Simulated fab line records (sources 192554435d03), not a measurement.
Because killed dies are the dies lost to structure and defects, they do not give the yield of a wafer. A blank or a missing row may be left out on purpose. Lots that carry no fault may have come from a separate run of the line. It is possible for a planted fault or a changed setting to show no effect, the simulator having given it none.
fab line records	flow n5_finfet
[record] lots = 10	wafers = 30	last_day = 18
route steps=1938 shown BEOL_M4@1081 BEOL_M5@1114 PASSIVATION@1936
lots that met no fault: taken from a fault-free run of the same line
start_h: hours from the record's first day to the start of the lot's first wafer shown	wait_h: time in hours since the lot's previous step	" as in the row above	L1.1+2: a row that stands for several wafers	- value missing, or start not given	* or withheld: withheld	< > ~ a bound
route shown NAME@n: names a module that has steps shown in the file, with the first one's number in the route	usual: average and standard deviation across the fault-free wafers	same: alike in all rows	chamber/n: place in a boat	sites: per-site readings	_std_site: standard deviation across them	_edge_site: outer sites' mean less inner sites'	radius_mm: how far each site lies from the wafer's centre	mask NAME#n: copy n	behind: the most recent tool/chamber to have shaped the wafer	hold: why the lot was held/for how many hours/how that ended	device: names the non-switching transistor (n, p or np)	end of line: tests run on the same wafers once the route is complete	step lacking rows: just its recipe	killed: at the first sort, the dies lost to defects and structure; wafer yield is something else	map: shows each die of a wafer: x if killed, . if not, _ if none is there
set.NAME: the setting as run; set.NAME@STEP: as run at that earlier step	model.NAME: the simulator's own value behind a step, which no gauge read
the route's steps for a sample of lots (tables are steps, rows are wafers)
services: when a tool's chamber went out of use (start_h, in hours from the record's first day, below 0 if earlier), for how many hours, and the reason
[[steps]]
[step N5_BEOL_M4_ALD_84]
[recipe] material = TaN	target_thk_a = *	temp_c = 275	ald_precursor_family = PDMAT	ald_co_reactant = NH3	pressure_torr = 3	carrier_flow_sccm = 1500	pulse_time_s = 2	purge_time_s = 3	co_reactant_purge_time_s = 2	co_reactant_pulse_time_s = 3	ald_cycles = 30	precursor_vessel_temp_c = 75	precursor_vessel_pressure_torr = 26.25	precursor_vessel_carrier_sccm = 1000
[usual] heater_power_w = 415/48
[same] pulse_time_s = 2
lot.wafer	tool	chamber	start_h	wait_h	heater_power_w
L142.1	ald_metal-01	1	159.07	0.0	394
L142.3	"	3	"	"	474
L142.5	"	2	"	"	413
L143.2	ald_metal-01	2	169.89	0.0	412
L143.4	"	3	"	"	464
L143.5	"	3	"	"	471
L145.2	ald_metal-01	0	179.29	0.1	357
L145.4	"	3	"	"	462
L145.5	"	3	"	"	467
L162.3	ald_metal-02	3	284.37	0.0	376
L162.4	"	2	"	"	506
L162.5	"	2	"	"	508
L158.1	ald_metal-02	1	290.21	0.1	377
L158.3	"	3	"	"	364
L158.6	"	3	"	"	360
L153.2	ald_metal-03	2	290.28	0.0	450
L153.4	"	0	"	"	359
L153.6	"	1	"	"	465
L157.3	ald_metal-02	2	298.91	0.0	516
L157.5	"	1	"	"	371
L157.6	"	0	"	"	420
L160.2	ald_metal-01	2	299.21	0.0	422
L160.4	"	3	"	"	468
L160.6	"	1	"	"	400
L155.1	ald_metal-03	1	316.18	0.1	464
L155.2	"	3	"	"	399
L155.3	"	0	"	"	370
L164.1	ald_metal-01	2	321.18	0.0	426
L164.4	"	1	"	"	399
L164.5	"	3	"	"	458
[step N5_BEOL_M4_SPUTTER_88]
[recipe] material = Cu	target_thk_a = 45	temp_c = -20	chamber_pressure_pa = 0.07	power_w = withheld	time_s = 8.29
[usual] chuck_gas_flow_sccm = 1.27/0.056	substrate_temp_c = -20.00/0.094	throttle_valve_pct = 29.8/1.1
lot.wafer	tool	chamber	start_h	wait_h	chuck_gas_flow_sccm	substrate_temp_c	throttle_valve_pct
L142.1	pvd_sputter-03	-	160.45	0.1	1.25	-20.07	30.9
L142.3	"	-	"	"	1.25	-20.00	28.2
L142.5	"	-	"	"	1.25	-20.04	30.8
L143.2	pvd_sputter-02	-	171.30	0.1	1.27	-19.88	29.3
L143.4	"	-	"	"	1.22	-19.87	30.5
L143.5	"	-	"	"	1.24	-19.89	29.3
L145.2	pvd_sputter-01	-	180.81	0.1	1.16	-19.97	31.4
L145.4	"	-	"	"	1.38	-20.03	30.1
L145.5	"	-	"	"	1.18	-19.88	31.6
L162.3	pvd_sputter-01	-	287.37	0.1	1.22	-19.91	30.3
L162.4	"	-	"	"	1.22	-19.86	30.0
L162.5	"	-	"	"	1.24	-19.89	30.7
L158.1	pvd_sputter-03	-	293.32	0.1	1.30	-20.11	28.3
L158.3	"	-	"	"	1.27	-20.00	29.1
L158.6	"	-	"	"	1.38	-20.00	31.0
L153.2	pvd_sputter-01	-	293.46	0.1	1.25	-20.26	29.7
L153.4	"	-	"	"	1.26	-20.09	30.6
L153.6	"	-	"	"	1.26	-20.05	31.2
L157.3	pvd_sputter-03	-	300.37	0.1	1.31	-20.05	28.2
L157.5	"	-	"	"	1.37	-20.06	28.4
L157.6	"	-	"	"	1.29	-20.07	30.7
L160.2	pvd_sputter-03	-	302.21	0.1	1.42	-19.92	28.2
L160.4	"	-	"	"	1.29	-19.89	30.8
L160.6	"	-	"	"	1.32	-19.87	28.2
L155.1	pvd_sputter-02	-	318.08	0.1	1.29	-19.89	28.3
L155.2	"	-	"	"	1.36	-20.02	30.5
L155.3	"	-	"	"	1.11	-19.94	29.5
L164.1	pvd_sputter-03	-	322.60	0.1	1.23	-20.06	30.6
L164.4	"	-	"	"	1.37	-19.93	28.3
L164.5	"	-	"	"	1.24	-20.07	30.6
[step N5_BEOL_M4_RC_MEAS_101]
[usual] COMB_M4_max_site = 8e-11/1.7e-11	DIBL_N = 36.3/1.9	DIBL_P = 36.0/2.1	IOFF_N = 0.16/0.031	IOFF_P = 0.21/0.035	ION_N = 675/14	ION_P = 464/8.5	SS_N = 71.5/0.6	SS_P = 73.3/0.72	VT_N = 250/3.2	VT_P = -250/3.1
lot.wafer	tool	chamber	start_h	wait_h	COMB_M4_max_site[S/m]	DIBL_N[mV/V]	DIBL_P[mV/V]	IOFF_N[nA/um]	IOFF_P[nA/um]	ION_N[uA/um]	ION_P[uA/um]	SS_N[mV/dec]	SS_P[mV/dec]	VT_N[mV]	VT_P[mV]
L142.1	prober-02	0	162.43	0.0	9.7e-11	37.9	38.3	0.19	0.27	683	472	71.8	74.1	247	-245
L142.3	"	0	"	"	6.6e-11	38.2	39.7	0.21	0.31	705	484	71.7	74.4	245	-244
L142.5	"	0	"	"	8.9e-11	37.5	38.2	0.19	0.27	688	470	71.7	74.0	245	-246
L143.2	prober-02	0	173.52	0.2	8.1e-11	33.9	34.2	0.12	0.18	658	458	71.0	72.4	252	-251
L143.4	"	0	"	"	8.2e-11	36.2	36.9	0.16	0.23	668	462	71.5	73.3	250	-248
L143.5	"	0	"	"	1.01e-10	35.7	35.3	0.14	0.21	656	454	70.8	72.4	252	-249
L145.2	prober-01	0	183.01	0.2	7.3e-11	34.5	36.0	0.14	0.19	691	475	70.4	73.7	249	-252
L145.4	"	0	"	"	1.28e-10	34.5	36.8	0.14	0.20	673	464	70.9	74.3	251	-250
L145.5	"	0	"	"	5.8e-11	39.1	41.7	0.24	0.29	698	470	71.9	74.9	242	-247
L162.3	prober-01	0	289.68	0.3	6.2e-11	35.2	36.5	0.14	0.17	678	458	70.4	72.9	248	-257
L162.4	"	0	"	"	9.9e-11	35.7	36.8	0.16	0.18	681	457	71.7	73.2	248	-254
L162.5	"	0	"	"	7.4e-11	37.2	39.7	0.19	0.22	698	471	72.5	73.5	246	-250
L158.1	prober-02	0	295.30	0.0	5.7e-11	39.3	40.2	0.22	0.29	696	484	72.3	74.4	246	-245
L158.3	"	0	"	"	1.12e-10	36.0	35.6	0.15	0.19	694	475	70.8	73.4	249	-251
L158.6	"	0	"	"	1.25e-10	36.2	36.0	0.15	0.20	686	472	71.5	73.3	249	-252
L153.2	prober-01	0	295.61	0.2	6e-11	38.0	36.9	0.18	0.25	688	464	71.5	73.6	248	-250
L153.4	"	0	"	"	3.17e-10	39.8	38.6	0.22	0.28	686	470	72.1	74.4	247	-246
L153.6	"	0	"	"	6.7e-11	36.5	34.7	0.15	0.21	667	458	71.7	72.7	251	-250
L157.3	prober-01	0	302.67	0.3	7.7e-11	33.1	32.6	0.11	0.14	665	450	69.9	72.3	255	-255
L157.5	"	0	"	"	6.8e-11	37.4	37.9	0.17	0.21	680	470	71.8	73.6	253	-252
L157.6	"	0	"	"	7.6e-11	33.9	34.1	0.12	0.15	664	453	70.9	72.7	254	-255
L160.2	prober-02	0	307.71	0.2	1.3e-10	37.5	35.8	0.16	0.21	694	471	71.5	74.1	249	-249
L160.4	"	0	"	"	1.02e-10	39.9	38.6	0.21	0.25	683	462	72.6	74.0	245	-247
L160.6	"	0	"	"	9e-11	40.5	39.5	0.24	0.27	715	481	72.2	74.0	244	-245
L155.1	prober-02	0	320.06	0.0	1.03e-10	37.1	36.4	0.16	0.20	672	461	72.1	73.9	255	-252
L155.2	"	0	"	"	8.5e-11	37.9	38.7	0.19	0.26	674	468	71.9	74.0	250	-248
L155.3	"	0	"	"	2.33e-10	36.8	35.7	0.15	0.21	676	469	71.6	73.9	251	-250
L164.1	prober-02	0	324.58	0.0	8.5e-11	35.8	36.4	0.15	0.23	676	469	72.4	73.1	251	-249
L164.4	"	0	"	"	6.5e-11	34.3	34.6	0.13	0.19	673	465	71.7	72.1	253	-250
L164.5	"	0	"	"	7.6e-11	36.3	36.0	0.15	0.21	676	465	72.0	72.5	251	-249
[step N5_BEOL_M5_THK_MEAS_01]
[recipe] reads = SiCOH_lowk_of_BEOL_M5_ILD_DEP_00
[usual] M5_ILD_THK = 120.8/1.5
lot.wafer	tool	chamber	start_h	wait_h	M5_ILD_THK[nm]
L142.1	film_metro-01	-	163.97	0.4	121.3
L142.3	"	-	"	"	119.9
L142.5	"	-	"	"	122.5
L143.2	film_metro-01	-	175.39	0.7	121.6
L143.4	"	-	"	"	122.3
L143.5	"	-	"	"	120.4
L145.2	film_metro-01	-	184.39	0.4	120.9
L145.4	"	-	"	"	123.1
L145.5	"	-	"	"	123.4
L162.3	film_metro-02	-	290.92	0.3	120.3
L162.4	"	-	"	"	121.8
L162.5	"	-	"	"	123.0
L158.1	film_metro-02	-	296.83	0.4	119.5
L158.3	"	-	"	"	122.1
L158.6	"	-	"	"	122.5
L153.2	film_metro-02	-	297.00	0.4	120.0
L153.4	"	-	"	"	123.1
L153.6	"	-	"	"	121.6
L157.3	film_metro-02	-	304.38	0.5	121.5
L157.5	"	-	"	"	122.6
L157.6	"	-	"	"	122.9
L160.2	film_metro-02	-	309.09	0.4	119.3
L160.4	"	-	"	"	121.8
L160.6	"	-	"	"	121.8
L155.1	film_metro-01	-	321.59	0.4	120.6
L155.2	"	-	"	"	121.5
L155.3	"	-	"	"	119.2
L164.1	film_metro-02	-	326.12	0.4	118.6
L164.4	"	-	"	"	121.4
L164.5	"	-	"	"	121.9
[step N5_BEOL_M5_HM_DEP_02]
[recipe] material = TiN	target_thk_a = 200	temp_c = 25	chamber_pressure_pa = 0.49996
[usual] substrate_temp_c = 25.00/0.11	throttle_valve_pct = 29.9/1.1
lot.wafer	tool	chamber	start_h	wait_h	substrate_temp_c	throttle_valve_pct
L142.1	pvd_sputter-03	-	166.56	2.5	25.08	28.1
L142.3	"	-	"	"	25.16	31.3
L142.5	"	-	"	"	24.94	31.2
L143.2	pvd_sputter-02	-	175.90	0.5	25.10	29.0
L143.4	"	-	"	"	25.02	28.3
L143.5	"	-	"	"	25.07	29.2
L145.2	pvd_sputter-03	-	185.13	0.7	24.96	31.6
L145.4	"	-	"	"	25.02	28.5
L145.5	"	-	"	"	24.90	28.0
L162.3	pvd_sputter-01	-	294.42	3.4	24.98	30.1
L162.4	"	-	"	"	24.82	30.4
L162.5	"	-	"	"	24.92	30.5
L158.1	pvd_sputter-03	-	298.33	1.4	25.03	31.2
L158.3	"	-	"	"	25.15	28.5
L158.6	"	-	"	"	24.96	29.0
L153.2	pvd_sputter-03	-	298.43	1.4	25.14	31.0
L153.4	"	-	"	"	24.93	31.3
L153.6	"	-	"	"	25.09	31.1
L157.3	pvd_sputter-01	-	307.11	2.7	24.84	29.9
L157.5	"	-	"	"	25.12	30.5
L157.6	"	-	"	"	24.91	30.3
L160.2	pvd_sputter-01	-	309.85	0.7	25.01	30.3
L160.4	"	-	"	"	25.05	30.2
L160.6	"	-	"	"	24.96	30.2
L155.1	pvd_sputter-02	-	321.69	0.0	24.84	29.5
L155.2	"	-	"	"	24.88	30.6
L155.3	"	-	"	"	24.98	28.7
L164.1	pvd_sputter-03	-	326.24	0.1	24.80	28.0
L164.4	"	-	"	"	24.90	28.9
L164.5	"	-	"	"	24.91	28.3
[step N5_PASSIVATION_PROBE_49]
[usual] defect_limited_yield = 91.0/1.5	killed_at_M0_to_M3 = 32/9.6	killed_at_M4_up = 13/4.7	killed_at_contacts = 13/7.2	killed_at_front_end = 44/13	killed_at_other = 4/3.4	killed_dies = 106/18	killed_open = 70/13	killed_short = 35/8	sort_bin_4_leakage = 0/0	sort_bin_5_function = 5.3/0.97	sort_bin_6_memory = 3.4/0.73	sort_n_pass = 1074/18	sort_yield_pct = 91.0/1.5
[same] gross_dies = 1180	killed_at_back_side = 0	sort_bin_8_speed[%] = 0
lot.wafer	tool	chamber	start_h	wait_h	defect_limited_yield[%]	killed_at_M0_to_M3	killed_at_M4_up	killed_at_contacts	killed_at_front_end	killed_at_other	killed_dies	killed_open	killed_short	sort_bin_4_leakage[%]	sort_bin_5_function[%]	sort_bin_6_memory[%]	sort_n_pass	sort_yield_pct[%]
L142.1	prober-01	-	249.84	0.0	90.9	24	11	1	61	10	107	57	49	0	5.8	2.9	1073	90.9
L142.3	prober-01	-	249.94	0.1	91.9	46	15	3	27	4	95	67	28	0	5.0	2.7	1085	91.9
L142.5	prober-01	-	250.04	0.2	91.8	31	19	5	33	9	97	61	36	0	4.3	3.5	1083	91.8
L143.2	prober-01	-	258.65	0.1	90.3	38	14	19	44	0	115	74	41	0	5.3	3.9	1065	90.3
L143.4	prober-01	-	258.75	0.2	92.5	27	10	12	37	3	89	57	30	0	3.9	3.4	1091	92.5
L143.5	prober-01	-	258.80	0.2	93.0	19	13	15	35	1	83	65	18	0	3.6	3.2	1097	93.0
L145.2	prober-02	-	260.82	0.1	87.5	37	13	24	71	2	147	106	41	0	6.8	5.2	1033	87.5
L145.4	prober-02	-	260.92	0.2	90.0	30	20	13	47	8	118	78	39	0	6.1	3.6	1062	90.0
L145.5	prober-02	-	260.97	0.2	91.1	23	13	14	49	6	105	66	39	0	5.9	2.5	1075	91.1
L162.3	prober-01	-	396.16	0.1	89.8	28	13	4	59	16	120	69	49	0	5.7	4.0	1060	89.8
L162.4	prober-01	-	396.21	0.2	91.2	23	16	28	31	6	104	69	34	0	5.0	3.2	1076	91.2
L162.5	prober-01	-	396.26	0.2	92.7	13	12	18	36	7	86	58	28	0	4.5	2.5	1094	92.7
L158.1	prober-02	-	396.76	0.0	89.8	41	14	8	56	1	120	80	33	0	6.2	3.6	1060	89.8
L158.3	prober-02	-	396.86	0.1	90.6	41	10	5	52	3	111	77	29	0	5.1	3.9	1069	90.6
L158.6	prober-02	-	397.01	0.3	90.7	25	10	28	47	0	110	74	30	0	5.9	2.5	1070	90.7
L153.2	prober-01	-	402.45	0.1	87.9	35	13	5	90	0	143	104	37	0	8.1	3.6	1037	87.9
L153.4	prober-01	-	402.55	0.2	86.9	29	32	7	87	0	155	98	40	1.19	7.4	4.2	1025	86.9
L153.6	prober-01	-	402.65	0.3	87.6	50	13	13	70	0	146	99	44	0	6.5	4.9	1034	87.6
L160.2	prober-01	-	420.86	0.1	87.6	67	11	8	53	7	146	84	57	0	6.2	5.7	1034	87.6
L160.4	prober-01	-	420.96	0.2	90.3	32	10	18	49	5	114	76	32	0	5.4	3.7	1066	90.3
L160.6	prober-01	-	421.06	0.3	87.6	49	20	12	58	7	146	98	48	0	6.5	5.4	1034	87.6
L157.3	prober-02	-	425.17	0.1	89.3	19	11	13	76	7	126	68	55	0	6.4	3.9	1054	89.3
L157.5	prober-02	-	425.27	0.2	91.3	29	17	12	42	3	103	58	37	0	5.4	3.0	1077	91.3
L157.6	prober-02	-	425.32	0.3	90.3	43	10	10	47	5	115	76	30	0	4.7	4.2	1065	90.3
L164.1	prober-01	-	432.54	0.0	92.1	27	17	8	36	5	93	61	32	0	4.0	3.7	1087	92.1
L164.4	prober-01	-	432.69	0.2	92.5	25	12	7	41	3	88	51	37	0	4.3	2.7	1092	92.5
L164.5	prober-01	-	432.74	0.2	90.4	35	18	14	44	2	113	78	35	0	5.7	3.6	1067	90.4
L155.1	prober-01	-	442.27	0.0	90.1	38	19	12	33	15	117	81	34	0	5.5	3.8	1063	90.1
L155.2	prober-01	-	442.32	0.1	92.7	24	16	4	35	7	86	59	23	0	3.9	3.3	1094	92.7
L155.3	prober-01	-	442.37	0.1	92.0	25	21	6	39	3	94	54	25	1.19	4.0	2.3	1086	92.0
// killed by level:class
L142.1 FIN_SAQP:geometric_particle:short=25 FIN_SAQP:geometric_particle:open=23 BEOL_M0_SAQP:geometric_particle:open=6 BEOL_M0_SAQP:geometric_particle:short=5 BEOL_M1:geometric_particle:open=5 GATE_CUT:geometric_particle:short=4 STI_FIN_REVEAL:geometric_particle:open=3 BEOL_M1:geometric_particle:short=3
L142.3 BEOL_M2:geometric_particle:open=13 FIN_SAQP:geometric_particle:open=8 BEOL_M1:geometric_particle:open=8 BEOL_M0_SAQP:geometric_particle:short=7 BEOL_M3:geometric_particle:open=7 BEOL_M7:geometric_particle:open=6 FIN_SAQP:geometric_particle:short=4 STI_FIN_REVEAL:geometric_particle:open=4
L142.5 BEOL_M4:geometric_particle:open=9 FIN_SAQP:geometric_particle:open=8 GATE_CUT:geometric_particle:short=7 BEOL_M2:geometric_particle:open=5 BEOL_M1:geometric_particle:open=5 BEOL_M3:geometric_particle:open=5 DUMMY_GATE:geometric_particle:open=4 MOL_CONTACT_COAG:geometric_particle:open=4
L143.2 FIN_SAQP:geometric_particle:short=14 MOL_CONTACT_COAG:geometric_particle:open=14 BEOL_M4:geometric_particle:open=10 BEOL_M2:geometric_particle:open=8 FIN_SAQP:geometric_particle:open=7 BEOL_M3:geometric_particle:open=7 GATE_CUT:geometric_particle:short=6 BEOL_M1:geometric_particle:open=6
L143.4 BEOL_M2:geometric_particle:open=15 MOL_CONTACT_COAG:geometric_particle:open=7 STI_FIN_REVEAL:geometric_particle:open=6 FIN_SAQP:geometric_particle:open=6 BEOL_M3:geometric_particle:open=6 MOL_CONTACT_COAG:geometric_particle:short=5 STARTING-WAFER:geometric_particle:short=5 FIN_SAQP:geometric_particle:short=4
L143.5 MOL_CONTACT_COAG:geometric_particle:open=13 FIN_SAQP:geometric_particle:open=12 BEOL_M4:geometric_particle:open=9 FIN_SAQP:geometric_particle:short=8 BEOL_M3:geometric_particle:open=8 BEOL_M2:geometric_particle:open=6 STI_FIN_REVEAL:geometric_particle:open=3 DUMMY_GATE:geometric_particle:open=3
L145.2 MOL_CONTACT_COAG:geometric_particle:open=20 FIN_SAQP:geometric_particle:open=19 STI_FIN_REVEAL:geometric_particle:open=15 FIN_SAQP:geometric_particle:short=14 BEOL_M3:geometric_particle:open=10 BEOL_M0_SAQP:geometric_particle:open=9 BEOL_M4:geometric_particle:open=7 BEOL_M2:geometric_particle:open=6
L145.4 MOL_CONTACT_COAG:geometric_particle:open=12 FIN_SAQP:geometric_particle:open=10 BEOL_M0_SAQP:geometric_particle:open=10 BEOL_M4:geometric_particle:open=10 STI_FIN_REVEAL:geometric_particle:open=5 FIN_SAQP:geometric_particle:short=4 STI_FIN_REVEAL:geometric_particle:short=4 DUMMY_GATE:geometric_particle:open=4
L145.5 FIN_SAQP:geometric_particle:open=17 MOL_CONTACT_COAG:geometric_particle:open=11 BEOL_M0_SAQP:geometric_particle:open=7 FIN_SAQP:geometric_particle:short=6 STI_FIN_REVEAL:geometric_particle:open=6 GATE_CUT:geometric_particle:short=6 BEOL_M0_SAQP:geometric_particle:short=5 BEOL_M2:geometric_particle:open=5
L162.3 FIN_SAQP:geometric_particle:open=17 FIN_SAQP:geometric_particle:short=12 GATE_CUT:geometric_particle:short=11 BEOL_M1:geometric_particle:open=9 STI_FIN_REVEAL:geometric_particle:open=5 BEOL_M5:geometric_particle:open=5 PASS1_DEP:geometric_particle:short=5 MIM_TOP_ETCH:geometric_particle:short=5
L162.4 MOL_CONTACT_COAG:geometric_particle:open=19 STI_FIN_REVEAL:geometric_particle:open=10 MOL_CONTACT_COAG:geometric_particle:short=9 FIN_SAQP:geometric_particle:short=6 BEOL_M2:geometric_particle:open=6 FIN_SAQP:geometric_particle:open=5 BEOL_M0_SAQP:geometric_particle:short=5 BEOL_M0_SAQP:geometric_particle:open=5
L162.5 MOL_CONTACT_COAG:geometric_particle:open=15 FIN_SAQP:geometric_particle:open=9 FIN_SAQP:geometric_particle:short=8 BEOL_M4:geometric_particle:open=7 STI_FIN_REVEAL:geometric_particle:open=4 BEOL_M2:geometric_particle:open=4 PASS1_CAP:geometric_particle:short=3 DUMMY_GATE:geometric_particle:open=3
L158.1 STI_FIN_REVEAL:geometric_particle:open=24 BEOL_M3:geometric_particle:open=10 BEOL_M1:geometric_particle:open=9 FIN_SAQP:geometric_particle:open=7 FIN_SAQP:geometric_particle:short=5 MOL_CONTACT_COAG:geometric_particle:open=5 BEOL_M0_SAQP:geometric_particle:short=5 BEOL_M4:geometric_particle:open=5
L158.3 STI_FIN_REVEAL:geometric_particle:open=12 DUMMY_GATE:geometric_particle:open=11 FIN_SAQP:geometric_particle:open=10 BEOL_M1:geometric_particle:open=10 BEOL_M2:geometric_particle:open=8 BEOL_M4:geometric_particle:open=7 BEOL_M3:geometric_particle:short=6 BEOL_M3:geometric_particle:open=5
L158.6 MOL_CONTACT_COAG:geometric_particle:open=19 STI_FIN_REVEAL:geometric_particle:open=14 MOL_CONTACT_COAG:geometric_particle:short=9 BEOL_M4:geometric_particle:open=7 FIN_SAQP:geometric_particle:short=6 FIN_SAQP:geometric_particle:open=6 BEOL_M0_SAQP:geometric_particle:open=5 BEOL_M0_SAQP:geometric_particle:short=5
L153.2 FIN_SAQP:geometric_particle:open=30 STI_FIN_REVEAL:geometric_particle:open=18 BEOL_M0_SAQP:geometric_particle:open=16 FIN_SAQP:geometric_particle:short=12 BEOL_M1:geometric_particle:open=9 BEOL_M4:geometric_particle:open=7 DUMMY_GATE:geometric_particle:open=5 BEOL_M0_SAQP:geometric_particle:short=5
L153.4 FIN_SAQP:geometric_particle:open=19 DUMMY_GATE:geometric_particle:open=17 STI_FIN_REVEAL:geometric_particle:open=15 FIN_SAQP:geometric_particle:short=14 M4:area_ald=14 BEOL_M4:geometric_particle:open=10 BEOL_M0_SAQP:geometric_particle:open=9 GATE_CUT:geometric_particle:short=5
L153.6 STI_FIN_REVEAL:geometric_particle:open=21 BEOL_M0_SAQP:geometric_particle:short=19 FIN_SAQP:geometric_particle:open=17 BEOL_M0_SAQP:geometric_particle:open=13 MOL_CONTACT_COAG:geometric_particle:open=11 FIN_SAQP:geometric_particle:short=8 BEOL_M4:geometric_particle:open=8 BEOL_M1:geometric_particle:open=6
L160.2 BEOL_M0_SAQP:geometric_particle:short=24 BEOL_M0_SAQP:geometric_particle:open=19 FIN_SAQP:geometric_particle:open=14 BEOL_M3:geometric_particle:open=13 FIN_SAQP:geometric_particle:short=12 STI_FIN_REVEAL:geometric_particle:open=9 MOL_CONTACT_COAG:geometric_particle:open=7 GATE_CUT:geometric_particle:short=4
L160.4 FIN_SAQP:geometric_particle:open=14 BEOL_M0_SAQP:geometric_particle:open=14 MOL_CONTACT_COAG:geometric_particle:open=14 FIN_SAQP:geometric_particle:short=11 STI_FIN_REVEAL:geometric_particle:open=8 BEOL_M0_SAQP:geometric_particle:short=7 BEOL_M3:geometric_particle:open=6 BEOL_M4:geometric_particle:open=6
L160.6 FIN_SAQP:geometric_particle:open=21 BEOL_M0_SAQP:geometric_particle:short=18 BEOL_M0_SAQP:geometric_particle:open=15 FIN_SAQP:geometric_particle:short=12 BEOL_M4:geometric_particle:open=11 MOL_CONTACT_COAG:geometric_particle:open=11 STI_FIN_REVEAL:geometric_particle:open=10 BEOL_M3:geometric_particle:open=9
L157.3 FIN_SAQP:geometric_particle:short=28 FIN_SAQP:geometric_particle:open=23 MOL_CONTACT_COAG:geometric_particle:open=9 GATE_CUT:geometric_particle:short=8 ILD0:geometric_particle:open=6 BEOL_M2:geometric_particle:open=6 BEOL_M4:geometric_particle:open=5 STARTING-WAFER:geometric_particle:open=4
L157.5 FIN_SAQP:geometric_particle:short=16 MOL_CONTACT_COAG:geometric_particle:open=10 BEOL_M0_SAQP:geometric_particle:short=8 BEOL_M3:geometric_particle:open=8 FIN_SAQP:geometric_particle:open=7 STI_FIN_REVEAL:geometric_particle:open=5 BEOL_M0_SAQP:geometric_particle:open=4 BEOL_M0:geometric_particle:open=4
L157.6 FIN_SAQP:geometric_particle:open=13 BEOL_M2:geometric_particle:open=13 MOL_CONTACT_COAG:geometric_particle:open=10 BEOL_M0_SAQP:geometric_particle:short=10 BEOL_M0_SAQP:geometric_particle:open=7 FIN_SAQP:geometric_particle:short=6 HKMG_FIN:area_etch=6 GATE_CUT:geometric_particle:open=5
L164.1 STI_FIN_REVEAL:geometric_particle:open=9 FIN_SAQP:geometric_particle:open=7 BEOL_M4:geometric_particle:open=7 FIN_SAQP:geometric_particle:short=5 MOL_CONTACT_COAG:geometric_particle:open=5 BEOL_M1:geometric_particle:open=5 BEOL_M3:geometric_particle:open=5 DUMMY_GATE:geometric_particle:open=4
L164.4 BEOL_M1:geometric_particle:open=8 STI_FIN_REVEAL:geometric_particle:open=6 GATE_CUT:geometric_particle:short=6 BEOL_M0_SAQP:geometric_particle:open=6 BEOL_M4:geometric_particle:open=6 DUMMY_GATE:geometric_particle:short=5 MOL_CONTACT_COAG:geometric_particle:open=5 FIN_SAQP:geometric_particle:open=4
L164.5 MOL_CONTACT_COAG:geometric_particle:open=14 FIN_SAQP:geometric_particle:open=12 STI_FIN_REVEAL:geometric_particle:open=11 FIN_SAQP:geometric_particle:short=10 BEOL_M4:geometric_particle:open=9 BEOL_M1:geometric_particle:open=9 BEOL_M0_SAQP:geometric_particle:open=6 BEOL_M0_SAQP:geometric_particle:short=4
L155.1 BEOL_M1:geometric_particle:open=15 FIN_SAQP:geometric_particle:open=13 MOL_CONTACT_COAG:geometric_particle:open=9 BEOL_M0_SAQP:geometric_particle:short=7 BEOL_M3:geometric_particle:open=7 BEOL_M5:geometric_particle:open=7 PASS1_CAP:geometric_particle:open=6 FIN_SAQP:geometric_particle:short=5
L155.2 FIN_SAQP:geometric_particle:open=7 DUMMY_GATE:geometric_particle:open=7 BEOL_M3:geometric_particle:open=7 BEOL_M0_SAQP:geometric_particle:short=5 BEOL_M1:geometric_particle:open=5 FIN_SAQP:geometric_particle:short=4 STI_FIN_REVEAL:geometric_particle:open=4 MOL_CONTACT_COAG:geometric_particle:open=4
L155.3 M4:area_ald=14 FIN_SAQP:geometric_particle:open=10 STI_FIN_REVEAL:geometric_particle:open=5 BEOL_M1:geometric_particle:open=5 BEOL_M2:geometric_particle:open=5 STARTING-WAFER:geometric_particle:open=5 MOL_CONTACT_COAG:geometric_particle:open=4 FIN_SAQP:geometric_particle:short=3
[[services]]
tool	chamber	start_h	hours	kind
ald_metal-03	-	161.14	1.1	repair
ald_metal-02	0	184.41	9.5	repair
ald_metal-01	-	231.08	2.8	pm
pvd_sputter-01	-	273.00	6.9	repair
ald_metal-03	3	287.03	5.3	repair
pvd_sputter-01	-	303.61	2.6	repair
[[key]]
[first_sign] step = N5_BEOL_M4_RC_MEAS_101	reading = COMB_M4_max_site	direction = up	sigmas = 11	usual = 8e-11	struck = 2.75e-10
[effect] step = N5_PASSIVATION_PROBE_49	reading = sort_bin_4_leakage	direction = up	sigmas = 14	usual = 0	struck = 1.19
met_at N5_BEOL_M4_ALD_84
struck_lots L153,L155
struck_wafers L153.4,L155.3
not_acting_at N5_BEOL_M4_SPUTTER_88,N5_BEOL_M5_THK_MEAS_01,N5_BEOL_M5_HM_DEP_02
[fault] kind = site_profile_drift	tool = ald_metal-03	chamber = 0	onset_h = 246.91	steps = N5_BEOL_M4_ALD_84	basis = fraction	max_abs_drift = 0.28019	slope_share_per_hr = 62.265	site_pattern = 0,0,0,0,0,-1,-1,-1,-1
